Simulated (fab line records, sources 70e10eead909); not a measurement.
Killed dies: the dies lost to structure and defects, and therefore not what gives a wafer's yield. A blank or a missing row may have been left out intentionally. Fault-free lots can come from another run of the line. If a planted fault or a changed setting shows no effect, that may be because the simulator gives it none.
A lot that was struck, set against a sound lot + flow nand-harc + 21 steps out of a route of 1302
Sound: the wafers L988.2, L988.3, L988.6. Struck: wafers L983.1, L983.5, L983.6. The cause is given at the end.
Per side, at each step with rows, come the tool, then ch with its chambers, and then its first start. Under that, the readings that differ: sound wafers + struck wafers + difference of the means + sigmas: that difference in standard deviations of wafers without a fault.
alike: a reading whose means differ by less than 2 such deviations, as well as words and numbers matching on both sides. not compared: withheld readings; readings where some wafer has no value; bounds like >300 that might hide an equal value; numbers whose values overlap and for which the record gives no deviation.
A row with sigmas, a row that says differs or no value, or rows on one side alone: a step with any of these is where the two part. Numbers that don't overlap but have no deviation are shown without sigmas and don't part them. Lack of a reading on every wafer of one side parts them only where that side has two or more wafers.

NHARC_P_CONTACT_CVD_23: deposits W, target thk 200 nm, time 557 s.
  sound on cvd-w-02 ch 0,1; struck on cvd-w-01 ch 0,1
  alike: heater-power-w, mfc-h2-sccm, throttle-valve-pct
NHARC_P_CONTACT_CMP_24: polishes, t overpolish 30 s, target thk 200 nm.
  sound on cmp-04 ch 0,2,3, day 13 02:35; struck on cmp-03 ch 1,2,3, day 10 16:40
  alike: motor-current-A, overpolish-run-s, time-to-endpoint-s
next, for these wafers, 1 step has no rows: NHARC_P_CONTACT_SRD_26.
NHARC_P_CONTACT_INSPECT_27:
  sound on defect-inspect-02, day 13 02:57; struck on defect-inspect-01, day 10 16:59
  alike: raw-defect-count
then, 7 steps without rows for these wafers: NHARC_P_M0_DEP_00 (deposits SiOC, target thk 150 nm); NHARC_P_M0_DEHYDRATE_01 (time 120 s); NHARC_P_M0_HMDS_02 (time 30 s); NHARC_P_M0_COAT_33 (time 65 s); NHARC_P_M0_COAT_03 (resist thk 90 nm); NHARC_P_M0_SOFTBAKE_04 (time 55 s); NHARC_P_M0_EBR_05.
NHARC_P_M0_EXPOSE_06: exposes mask P M0, target cd 90 nm.
  sound on arfi-scanner-01 ch 0, day 13 03:43; struck on arfi-scanner-03 ch 0, day 10 17:44
| reading              | sound          | struck            | difference | sigmas |
|----------------------|----------------|-------------------|------------|--------|
| exposure-dose-mJ-cm2 | 81.3 81.3 81.3 | 120.1 120.0 119.9 | +38.7      | +60    |
  alike: mask, stage-vel-mm-s
then, 2 steps without rows for these wafers: NHARC_P_M0_PEB_07 (peb time 65 s); NHARC_P_M0_DEVELOP_08 (develop time 35 s).
NHARC_P_M0_CD_MEAS_09: target cd 90 nm.
  sound on cd-sem-02 ch 0, day 13 03:52; struck on cd-sem-03 ch 0, day 10 17:53
| reading    | sound          | struck            | difference | sigmas |
|------------|----------------|-------------------|------------|--------|
| cd-nm (nm) | 90.2 90.7 90.1 | 114.4 114.2 114.1 | +23.9      | +41    |
NHARC_P_M0_OVL_MEAS_10: pitch 180 nm.
  sound on overlay-02, day 13 03:56; struck on overlay-02, day 10 17:58
  alike: overlay-x-nm, overlay-y-nm
NHARC_P_M0_INSPECT_11:
  sound on defect-inspect-01, day 13 03:59; struck on defect-inspect-01, day 10 18:01
  alike: raw-defect-count
NHARC_P_M0_DESCUM_14: chemistry O2, time 3 s.
  sound on rie-diel-07 ch 0,1,3, day 13 04:04; struck on rie-diel-12 ch 0,2,3, day 10 18:05
| reading               | sound            | struck            | difference | sigmas |
|-----------------------|------------------|-------------------|------------|--------|
| model.P_M0.cd-nm (nm) | 90.2 90.61 90.19 | 115.1 114.5 114.1 | +24.2      |        |
  alike: drypump-motor-current-A, oes-product-au, rf-vpp-V, showerhead-plenum-p-Torr, throttle-valve-pct
  not compared: rf-hours-counter-h
NHARC_P_M0_ETCH_34: etches the open film in N2/H2, target depth 40 nm, overetch 12 nm, time 43.94 s.
  sound on rie-diel-07 ch 0,1,2, day 13 04:07; struck on rie-diel-12 ch 1,2, day 10 18:10
  alike: drypump-motor-current-A, oes-product-au, rf-vpp-V, showerhead-plenum-p-Torr, throttle-valve-pct
  not compared: rf-hours-counter-h
NHARC_P_M0_ETCH_15: etches the open film in C4F8/Ar, target depth 150 nm, overetch 15 nm, time 82.5 s.
  sound on rie-diel-07 ch 0,1; struck on rie-diel-12 ch 0,2,3
| reading               | sound            | struck            | difference | sigmas |
|-----------------------|------------------|-------------------|------------|--------|
| model.P_M0.cd-nm (nm) | 90.22 90.4 89.99 | 115.3 114.4 114.1 | +24.4      |        |
  alike: oes-product-au, rf-vpp-V
  not compared: rf-hours-counter-h
NHARC_P_M0_CD_MEAS_16:
  sound on cd-sem-02, day 13 04:20; struck on cd-sem-03, day 10 18:22
| reading    | sound          | struck            | difference | sigmas |
|------------|----------------|-------------------|------------|--------|
| cd-nm (nm) | 90.3 90.5 89.7 | 115.0 114.8 113.9 | +24.4      | +33    |

WHERE THEY PART
First at NHARC_P_M0_EXPOSE_06; last, within this record, at NHARC_P_M0_CD_MEAS_16.

WHY: what the simulator had put in
Process parameters drifting: arfi-scanner-03 at NHARC_P_M0_EXPOSE_06, beginning at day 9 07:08. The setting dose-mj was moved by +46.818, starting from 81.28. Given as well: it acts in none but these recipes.
